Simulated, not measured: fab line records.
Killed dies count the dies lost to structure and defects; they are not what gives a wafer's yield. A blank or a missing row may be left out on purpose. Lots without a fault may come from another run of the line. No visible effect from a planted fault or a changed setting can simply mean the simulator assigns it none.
A struck lot beside a sound one	flow nand-harc	14 steps out of a route of 1159
Sound: these wafers, L725.2, L725.4, L725.6. Struck: wafers L739.3, L739.6 (left out: L739.2, a lot-mate that was not struck); the cause follows at the end.
For every step that has rows: the tool of each side, followed by ch and its chambers, followed by its first start. Under that, the readings that differ: sound wafers	struck wafers	difference of the means	sigmas: that difference in standard deviations of wafers without a fault.
alike: readings whose means differ by less than 2 such deviations, and words and numbers that are the same on both sides. not compared: withheld readings, readings that some wafer has no value for, bounds like >300 that may hide the same value, and numbers for which the record gives no deviation and whose values overlap.
A row with sigmas, a row that says differs or no value, or rows on one side alone: a step with any of these is where the two part. Numbers that don't overlap but have no deviation are shown without sigmas and don't part them. Lack of a reading on every wafer of one side parts them only where that side has two or more wafers.

NHARC_A_ZERO_WELL_INSPECT_17:
  sound: defect-inspect-02 at day 7 16:47; struck: defect-inspect-02 at day 10 23:07
  alike: raw-defect-count
then, 3 steps without rows for these wafers: NHARC_A_SOURCE_PLATE_PRECLEAN_00 (cleans in HF-LAST, time 60 s); NHARC_A_SOURCE_PLATE_SRD_01; NHARC_A_SOURCE_PLATE_OXIDE_02 (material SiO2, target thk 10 nm, ox time 1362 s).
NHARC_A_SOURCE_PLATE_THK_MEAS_09: measures by ellipsometry.
  sound: film-metro-01 at day 7 22:02; struck: film-metro-01 at day 11 08:36
  alike: thk-nm
then, 3 steps without rows for these wafers: NHARC_A_SOURCE_PLATE_PVD_04 (deposits WSi2, target thk 50 nm); NHARC_A_SOURCE_PLATE_CVD_03 (deposits poly-Si, target thk 200 nm, time 4000 s); NHARC_A_SOURCE_PLATE_ANNEAL_05 (time 1800 s).
NHARC_A_SOURCE_PLATE_THK_MEAS_06: measures by ellipsometry.
  sound: film-metro-02 at day 8 11:07; struck: film-metro-01 at day 11 21:40
reading	sound	struck	difference	sigmas
thk-nm (nm)	198.0 199.3 200.6	205.9 205.3	+6.3	+3
NHARC_A_SOURCE_PLATE_INSPECT_08:
  sound: defect-inspect-01 at day 8 11:13; struck: defect-inspect-01 at day 11 21:45
  alike: raw-defect-count
NHARC_A_ONON_D1_DEP_00: target thk 1000 nm.
  sound on pecvd-onon-02 ch 0, day 8 11:20; struck on pecvd-onon-03 ch 0, day 11 21:58
  alike: n2-flow-sccm
NHARC_A_ONON_D1_THK_MEAS_02: measures by ellipsometry.
  sound: film-metro-01 at day 8 11:47; struck: film-metro-02 at day 11 22:26
reading	sound	struck	difference	sigmas
thk-nm (nm)	1005 1003 1007	453 452	-552	-71
following that, 1 step holds no rows for these wafers, namely NHARC_A_ONON_D1_DEP_03 (target thickness 1000 nm).
-- jump in the record: it breaks off in module A_ONON_D1 and resumes in module END (first step shown: number 1159 of the route), and 12 days separate the struck wafers' starts before and after --
NHARC_END_SORT_01:
  only the struck wafers appear in the record here, on prober-02 ch 0 at day 23 19:36; the sound ones have no rows

== WHERE THEY PART ==
At NHARC_A_SOURCE_PLATE_THK_MEAS_06 first; at NHARC_END_SORT_01 last (within this record only).

WHY: the cause the simulator had injected
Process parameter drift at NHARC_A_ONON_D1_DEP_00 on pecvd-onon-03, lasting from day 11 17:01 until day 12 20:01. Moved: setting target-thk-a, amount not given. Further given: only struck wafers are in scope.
